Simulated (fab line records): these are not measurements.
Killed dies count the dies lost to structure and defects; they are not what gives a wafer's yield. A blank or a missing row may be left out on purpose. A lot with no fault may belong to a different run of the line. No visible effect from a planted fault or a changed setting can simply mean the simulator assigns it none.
Struck lot and sound lot, side by side :: flow n5_finfet :: 26 out of 1938 route steps
Sound: wafers L462.1, L462.4, L462.6. Wafers L460.1, L460.2, L460.5 were the ones struck. At the end, the cause is stated.
Order at every step that has rows: each side's tool, ch and its chambers, its first start. Under that, the readings that differ: sound wafers :: struck wafers :: difference of the means :: sigmas: that difference in standard deviations of wafers without a fault.
alike: readings whose means differ by less than 2 such deviations, and words and numbers that are the same on both sides. not compared: withheld readings, readings that some wafer has no value for, bounds like >300 that may hide the same value, and numbers for which the record gives no deviation and whose values overlap.
A row with sigmas, a row that says differs or no value, or rows on one side alone: a step with any of these is where the two part. Numbers that don't overlap but have no deviation are shown without sigmas and don't part them. A reading missing from all wafers of one side parts the sides only when that side holds two or more wafers.

first, 9 steps without rows for these wafers: N5_MOL_CONTACT_COAG_COAT_77 (time 60 s, resist thk 10 nm); N5_MOL_CONTACT_COAG_COAT_78 (resist thk 40 nm); N5_MOL_CONTACT_COAG_EBR_80; N5_MOL_CONTACT_COAG_SOFTBAKE_79 (time 60 s); N5_MOL_CONTACT_COAG_EXPOSE_81 (exposes mask VG, defocus 0 nm); N5_MOL_CONTACT_COAG_PEB_82 (peb time 60 s); N5_MOL_CONTACT_COAG_DEVELOP_83 (develop time 30 s); N5_MOL_CONTACT_COAG_DESCUM_88 (chemistry O2, time 7 s); N5_MOL_CONTACT_COAG_ETCH_89 (etches underlayer in N2/H2, target depth 13 nm, time 10.4 s).
N5_MOL_CONTACT_COAG_ETCH_90: etches SiARC in CF4, target depth 13 nm, time 21.7 s.
  sound on rie_diel-03 ch 0,1,3, day 9 13:36; struck on rie_diel-04 ch 0,3, day 9 06:01
  no value came back on the struck wafers for any of 8 readings (bias_w (W), cf4_flow_sccm (sccm) and others); on the sound wafers bias_w (W) reads 36.03 36.18 36.19
reading: model.CAR-EUV_of_MOL_CONTACT_COAG_COAT_78.thk_nm (nm)
sound: 16.6 16.8 16.8
struck: 24.6 24.6 24.8
difference: +7.9
sigmas: 
  not compared: rf_hours_counter_h
then, 1 step without rows for these wafers: N5_MOL_CONTACT_COAG_ALD_131 (deposits SiO2, target thk 5 nm, pulse time 1 s, co reactant pulse time 1 s).
N5_MOL_CONTACT_COAG_ETCHBACK_132: etches SiO2 in CHF3, target depth 10 nm, time 6.7 s.
  sound on rie_diel-03 ch 2,3, day 9 13:56; struck on rie_diel-04 ch 1,2, day 9 06:16
reading: oes_product_au (a.u.)
sound: 0.77 0.72 0.77
struck: 0.36 0.26 0.35
difference: -0.43
sigmas: -5

reading: model.CAR-EUV_of_MOL_CONTACT_COAG_COAT_78.thk_nm (nm)
sound: 15.2 15.6 15.4
struck: 23.2 23.2 23.2
difference: +7.8
sigmas: 
  alike: drypump_motor_current_A, rf_vpp_V, showerhead_plenum_p_Torr, throttle_valve_pct
  not compared: rf_hours_counter_h
then, 10 steps without rows for these wafers: N5_MOL_CONTACT_COAG_STRIP_92 (strips in N2/H2); N5_MOL_CONTACT_COAG_STRIP_93 (strips in N2/H2); N5_MOL_CONTACT_COAG_ETCHBACK_135 (etches SiO2 in CHF3, target depth 25 nm, time 16.7 s); N5_MOL_CONTACT_COAG_STRIP_118 (strips in CHF3); N5_MOL_CONTACT_COAG_VIA_ETCH_46 (etches SiO2 in C4F6/O2, target depth 46 nm, overetch 9.2 nm, time 40 s); N5_MOL_CONTACT_COAG_STRIP_96 (strips in N2/H2); N5_MOL_CONTACT_COAG_ETCH_47 (etches SiNx in CH3F/O2, stops on W, target depth 27 nm); N5_MOL_CONTACT_COAG_STRIP_119 (strips in N2/H2, time 30 s); N5_MOL_CONTACT_COAG_PRECLEAN_144 (cleans in alkaline clean, time 60 s); N5_MOL_CONTACT_COAG_SRD_145 (time 30 s).
N5_MOL_CONTACT_COAG_CD_MEAS_137 targets a cd of 16 nm.
  sound on cd_sem-03, day 9 14:40; struck on cd_sem-01, day 9 06:46
reading: cd_nm (nm)
sound: 16.2 16.2 16.4
struck: - - -
difference: no value on the struck wafers
sigmas: 
then, 1 step without rows for these wafers: N5_MOL_CONTACT_COAG_COAT_62 (time 60 s, resist thk 60 nm).
N5_BEOL_M4_RC_MEAS_101:
  the record has rows for the sound wafers here (prober-02 ch 0, day 15 19:31) and none for the struck ones
-- a jump in the record: the struck wafers' starts before and after are 10 days apart (it breaks off in module BEOL_M4 and resumes in module PASSIVATION, where the first step shown is number 1936 of the route) --
N5_PASSIVATION_PROBE_49:
  sound on prober-02, day 21 11:31; struck on prober-01, day 19 15:45
reading: defect_limited_yield (%)
sound: 90.1 89.4 92.3
struck: 0 0 0
difference: -91
sigmas: -57

reading: killed_at_contacts
sound: 18 15 15
struck: 1091 1114 1114
difference: +1090
sigmas: +99 or more

reading: killed_at_front_end
sound: 56 68 38
struck: 39 27 29
difference: -22
sigmas: -2

reading: killed_dies
sound: 117 125 91
struck: 1180 1180 1180
difference: +1069
sigmas: +56

reading: killed_on_rim
sound: 10 13 14
struck: 152 152 152
difference: +140
sigmas: +32

reading: sort_bin_5_function (%)
sound: 6.3 6.6 5.3
struck: 95.5 96.8 97.3
difference: +90.5
sigmas: +90

reading: sort_n_pass
sound: 1063 1055 1089
struck: 0 0 0
difference: -1069
sigmas: -53

reading: sort_yield_pct (%)
sound: 90.1 89.4 92.3
struck: 0 0 0
difference: -91
sigmas: -53
  alike: killed_at_M0_to_M3, killed_at_M4_up, killed_at_other, killed_open, killed_short, sort_bin_6_memory

== WHERE THEY PART ==
First at N5_MOL_CONTACT_COAG_ETCH_90; last, within this record, at N5_PASSIVATION_PROBE_49.

WHY: what had been put in by the simulator
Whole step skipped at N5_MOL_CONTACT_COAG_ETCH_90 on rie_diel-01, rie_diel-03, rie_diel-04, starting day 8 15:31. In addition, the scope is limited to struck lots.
